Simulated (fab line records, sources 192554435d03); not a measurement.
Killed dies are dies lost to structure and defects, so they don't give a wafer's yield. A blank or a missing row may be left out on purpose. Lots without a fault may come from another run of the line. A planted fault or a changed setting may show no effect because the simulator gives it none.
Chamber matching | flow n5_finfet | N5_BEOL_M12_ETCH_68 on rie_diel-05: 4 sister chambers
The step etches SOC in N2/H2, time 285 s. 7 wafers are shown with their chamber, then 8 later ones without.

WAFERS WITH THEIR CHAMBER
wafer  | chamber | showerhead_plenum_p_Torr (Torr) | throttle_valve_pct (%)
L074.4 | 1       | 2.47                            | 17.5
L081.5 | 3       | 2.46                            | 17.2
L080.3 | 2       | 2.51                            | 18.0
L088.1 | 2       | 2.51                            | 17.6
L088.3 | 3       | 2.45                            | 17.3
L088.4 | 0       | 2.44                            | 17.8
L093.3 | 0       | 2.44                            | 17.8

WAFERS WITHOUT THEIR CHAMBER
wafer  | showerhead_plenum_p_Torr (Torr) | throttle_valve_pct (%)
L093.4 | 2.44                            | 17.3
L093.6 | 2.44                            | 17.3
L094.1 | 2.44                            | 17.8
L094.5 | 2.44                            | 17.3
L094.6 | 2.50                            | 17.6
L097.3 | 2.43                            | 17.8
L097.5 | 2.50                            | 17.6
L097.6 | 2.44                            | 17.3

WHICH CHAMBER EACH WENT THROUGH
wafer  | from the rows above     | in truth
L093.4 | can't be placed: 0 or 3 | 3
L093.6 | can't be placed: 0 or 3 | 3
L094.1 | 0                       | 0
L094.5 | can't be placed: 0 or 3 | 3
L094.6 | 2                       | 2
L097.3 | 0                       | 0
L097.5 | 2                       | 2
L097.6 | can't be placed: 0 or 3 | 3
Placed correctly: 4 of 8. Can't be placed from these rows: 4 (the true chamber is among the candidates in 4). Placed wrongly: 0.
How it was worked out, from the rows above alone: a wafer's distance from a chamber is the root of the sum, over the readings, of the square of ((its reading less the chamber's mean) divided by the reading's scatter). The wafer belongs to the nearest chamber; if the next one is less than 2 further off, it can't be placed. A chamber's mean is the mean of its shown wafers. The scatter: the root of (the sum of the squares of (reading less its chamber's mean) over the shown wafers, divided by (wafers less chambers)).
